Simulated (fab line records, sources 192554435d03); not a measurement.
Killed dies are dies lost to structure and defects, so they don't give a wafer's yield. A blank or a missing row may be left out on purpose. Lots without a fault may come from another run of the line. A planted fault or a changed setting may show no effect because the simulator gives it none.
A struck lot beside a sound one | flow n5_finfet | 15 steps out of a route of 1938
Sound: wafers L886.1, L886.2, L886.3. Struck: wafer L898.6. (L898.2 of the same lot was not struck and is left out.) The cause comes at the end.
At each step with rows: each side's tool, then ch and its chambers, then its first start. Under that, the readings that differ: sound wafers | struck wafers | difference of the means | sigmas: that difference in standard deviations of wafers without a fault.
alike: readings whose means differ by less than 2 such deviations, and words and numbers that are the same on both sides. not compared: withheld readings, readings that some wafer has no value for, bounds like >300 that may hide the same value, and numbers for which the record gives no deviation and whose values overlap.
The two part at a step that has a row with sigmas, a row that says differs or no value, or rows on one side only. Numbers that don't overlap but have no deviation are shown without sigmas and don't part them. A reading that every wafer of one side lacks parts them only if that side has two wafers or more.

first, 8 steps without rows for these wafers: N5_BEOL_M11_COAT_63 (time 60 s, resist thk 100 nm); N5_BEOL_M11_COAT_64 (time 60 s, resist thk 30 nm); N5_BEOL_M11_COAT_22 (resist thk 90 nm); N5_BEOL_M11_EBR_24; N5_BEOL_M11_SOFTBAKE_23 (time 60 s); N5_BEOL_M11_EXPOSE_25 (exposes mask V10); N5_BEOL_M11_PEB_26 (peb time 60 s); N5_BEOL_M11_DEVELOP_27 (develop time 30 s).
N5_BEOL_M11_CD_MEAS_28: target cd 70 nm.
  sound on cd_sem-02 ch 0, day 11 23:40; struck on cd_sem-01 ch 0, day 15 21:23
  alike: cd_nm
N5_BEOL_M11_OVL_MEAS_29:
  sound on overlay-02 ch 0, day 11 23:41; struck on overlay-01 ch 0, day 15 21:25
  alike: V10_OVL
N5_BEOL_M11_INSPECT_30: inspects for defects (brightfield).
  sound on defect_inspect-02, day 11 23:43; struck on defect_inspect-01, day 15 21:26
  alike: raw_defect_count
N5_BEOL_M11_DESCUM_33: chemistry O2, time 7.9 s.
  sound on rie_diel-03 ch 0,1,3, day 11 23:44; struck on rie_diel-04 ch 0, day 15 22:17
  reading                | sound             | struck | difference | sigmas
  throttle_valve_pct (%) | 20.49 20.56 20.31 | 19.73  | -0.72      | -3
  alike: bias_power_w, drypump_motor_current_A, oes_product_au, rf_vpp_V, showerhead_plenum_p_Torr
  not compared: rf_hours_counter_h
N5_BEOL_M11_ETCH_65: etches SiARC in CF4, target depth 39 nm, time 65 s.
  sound on rie_diel-03 ch 0,1,3, day 11 23:47; struck on rie_diel-04 ch 0, day 15 22:20
  reading               | sound          | struck | difference | sigmas
  etch_rf_on_time_s (s) | 64.1 68.0 64.8 | 121.0  | +55.4      | +31
  oes_product_au (a.u.) | 0.76 0.67 0.81 | 0.57   | -0.18      | -3
  alike: drypump_motor_current_A, rf_vpp_V, showerhead_plenum_p_Torr, throttle_valve_pct
  not compared: bias_w, rf_hours_counter_h
N5_BEOL_M11_ETCH_66: etches SOC in N2/H2, target depth 120 nm, overetch 24 nm, time 180 s.
  sound on rie_diel-03 ch 0,1,3, day 11 23:50; struck on rie_diel-04 ch 0, day 15 22:23
  reading                | sound             | struck | difference | sigmas
  throttle_valve_pct (%) | 17.76 17.93 17.45 | 17.11  | -0.60      | -2
  alike: bias_w, drypump_motor_current_A, oes_product_au, rf_vpp_V, showerhead_plenum_p_Torr
  not compared: rf_hours_counter_h
N5_PASSIVATION_PROBE_49:
  sound on prober-01, day 13 22:17; struck on prober-02, day 17 21:44
  reading         | sound    | struck | difference | sigmas
  killed_at_M4_up | 22 18 32 | 7      | -17        | -3
  alike: defect_limited_yield, killed_at_M0_to_M3, killed_at_contacts, killed_at_front_end, killed_at_other, killed_dies, killed_open, killed_short, sort_bin_5_function, sort_bin_6_memory, sort_bin_8_speed, sort_n_pass, sort_yield_pct

WHERE THEY PART
First at N5_BEOL_M11_DESCUM_33; last, within this record, at N5_PASSIVATION_PROBE_49.

WHY: what the simulator had put in
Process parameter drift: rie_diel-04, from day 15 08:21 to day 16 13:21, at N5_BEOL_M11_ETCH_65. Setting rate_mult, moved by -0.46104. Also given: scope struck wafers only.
